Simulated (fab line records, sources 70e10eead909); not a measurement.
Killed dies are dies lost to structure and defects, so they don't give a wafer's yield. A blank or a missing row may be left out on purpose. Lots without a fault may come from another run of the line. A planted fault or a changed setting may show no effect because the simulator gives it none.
A struck lot beside a sound one | flow nand_harc | 23 steps out of a route of 1159
Sound: wafers L239.2, L239.3, L239.4. Struck: wafers L253.3, L253.4. (L253.6 of the same lot was not struck and is left out.) The cause comes at the end.
At each step with rows: each side's tool, then ch and its chambers, then its first start. Under that, the readings that differ: sound wafers | struck wafers | difference of the means | sigmas: that difference in standard deviations of wafers without a fault.
alike: readings whose means differ by less than 2 such deviations, and words and numbers that are the same on both sides. not compared: withheld readings, readings that some wafer has no value for, bounds like >300 that may hide the same value, and numbers for which the record gives no deviation and whose values overlap.
The two part at a step that has a row with sigmas, a row that says differs or no value, or rows on one side only. Numbers that don't overlap but have no deviation are shown without sigmas and don't part them. A reading that every wafer of one side lacks parts them only if that side has two wafers or more.

NHARC_A_M0_INSPECT_27:
  sound on defect_inspect-02, day 18 06:43; struck on defect_inspect-01, day 21 10:58
  alike: raw_defect_count
NHARC_A_M0_PRE_CLEAN_31: time 12 s.
  sound on pecvd-01 ch 1,2, day 18 06:47; struck on pecvd-04 ch 1,2, day 21 11:04
  alike: heater_power_w, rf_fwd_power_W
NHARC_A_M0_DEP_32: deposits SiCN, target thk 30 nm.
  sound on pecvd-01 ch 1,2, day 18 06:51; struck on pecvd-04 ch 1,2, day 21 11:12
  alike: chamber_pressure_Torr, heater_power_w, rf_fwd_power_W
then, 8 steps without rows for these wafers: NHARC_A_M1_DEP_00 (deposits SiOC, target thk 182.5 nm); NHARC_A_M1_DEHYDRATE_01 (time 120 s); NHARC_A_M1_HMDS_02 (time 30 s); NHARC_A_M1_COAT_34 (time 65 s); NHARC_A_M1_COAT_03 (resist thk 90 nm); NHARC_A_M1_SOFTBAKE_04 (time 55 s); NHARC_A_M1_EBR_05; NHARC_A_M1_EXPOSE_06 (exposes mask A M1, target cd 120 nm).
NHARC_A_M1_PEB_07: peb time 65 s.
  sound on litho_track-06 ch 0, day 18 08:01; struck on litho_track-01 ch 0, day 21 12:20
  reading                  | sound             | struck      | difference | sigmas
  heater_power_total_W (W) | 156.8 157.2 156.5 | 167.1 166.6 | +10.0      | +24
  alike: exhaust_pa
then, 1 step without rows for these wafers: NHARC_A_M1_DEVELOP_08 (develop time 35 s).
NHARC_A_M1_CD_MEAS_09: target cd 120 nm.
  sound on cd_sem-03 ch 0, day 18 08:05; struck on cd_sem-01 ch 0, day 21 12:25
  reading    | sound             | struck      | difference | sigmas
  cd_nm (nm) | 119.5 119.5 119.2 | 115.0 115.4 | -4.2       | -9
NHARC_A_M1_OVL_MEAS_10: pitch 240 nm.
  sound on overlay-02, day 18 08:10; struck on overlay-01, day 21 12:31
  alike: overlay_x_nm, overlay_y_nm
NHARC_A_M1_INSPECT_11:
  sound on defect_inspect-01, day 18 08:13; struck on defect_inspect-01, day 21 12:33
  alike: raw_defect_count
NHARC_A_M1_DESCUM_14: chemistry O2, time 3 s.
  sound on rie_diel-01 ch 1,2,3, day 18 08:16; struck on rie_diel-06 ch 1,3, day 21 12:37
  reading                | sound             | struck      | difference | sigmas
  rf_hours_counter_h (h) | 2 2 2             | 5 6         | +4         |
  rf_vpp_V (V)           | 55.7 55.3 57.3    | 58.8 57.9   | +2.2       | +2
  model.A_M1.cd_nm (nm)  | 119.8 119.4 119.5 | 114.8 114.8 | -4.8       |
  alike: drypump_motor_current_A, oes_product_au, showerhead_plenum_p_Torr, throttle_valve_pct
NHARC_A_M1_ETCH_35: etches the open film in N2/H2, target depth 40 nm, overetch 12 nm, time 43.94 s.
  sound on rie_diel-01 ch 0,1,2, day 18 08:22; struck on rie_diel-06 ch 1,3, day 21 12:42
  reading                | sound | struck | difference | sigmas
  rf_hours_counter_h (h) | 2 2 2 | 6 5    | +4         |
  alike: drypump_motor_current_A, oes_product_au, rf_fwd_power_W, rf_vpp_V, showerhead_plenum_p_Torr, throttle_valve_pct
NHARC_A_M1_ETCH_15: etches the open film in C4F8/Ar, target depth 182.5 nm, time 91.2 s.
  sound on rie_diel-01 ch 0,1,2; struck on rie_diel-06 ch 0,3
  reading                | sound | struck | difference | sigmas
  rf_hours_counter_h (h) | 2 2 2 | 6 5    | +4         |
  alike: oes_product_au, rf_fwd_power_W, rf_vpp_V
NHARC_A_M1_CD_MEAS_16:
  sound on cd_sem-03, day 18 08:35; struck on cd_sem-01, day 21 12:55
  reading    | sound             | struck      | difference | sigmas
  cd_nm (nm) | 120.6 119.7 119.8 | 115.1 114.8 | -5.1       | -8
NHARC_A_M1_STRIP_18: strips in N2/H2.
  sound on rie_diel-11 ch 0,1,2, day 18 08:41; struck on rie_diel-11 ch 0,3, day 21 12:59
  reading                | sound | struck | difference | sigmas
  rf_hours_counter_h (h) | 3 3 3 | 8 7    | +4         |
  alike: drypump_motor_current_A, oes_product_au, rf_fwd_power_W, rf_vpp_V, showerhead_plenum_p_Torr, throttle_valve_pct
NHARC_A_M1_ETCH_28: etches the open film in CF4/N2, target depth 30 nm, time 72.99 s.
  sound on rie_diel-11 ch 0,2,3; struck on rie_diel-11 ch 0,3
  reading                | sound           | struck      | difference | sigmas
  rf_hours_counter_h (h) | 3 2 3           | 8 7         | +5         |
  model.A_M1.cd_nm (nm)  | 120.1 119 119.6 | 114.3 115.2 | -4.8       |
  alike: drypump_motor_current_A, oes_product_au, rf_fwd_power_W, rf_vpp_V, showerhead_plenum_p_Torr, throttle_valve_pct
then, 1 step without rows for these wafers: NHARC_A_M1_STRIP_19 (strips in post etch residue remover, time 600 s).

WHERE THEY PART
First at NHARC_A_M1_PEB_07; last, within this record, at NHARC_A_M1_CD_MEAS_16. Later steps at which nothing parts them and some readings are alike: NHARC_A_M1_STRIP_18, NHARC_A_M1_ETCH_28.

WHY: what the simulator had put in
Process parameter drift: litho_track-01, from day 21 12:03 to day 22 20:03, at NHARC_A_M1_PEB_07. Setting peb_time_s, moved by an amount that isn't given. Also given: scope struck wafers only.
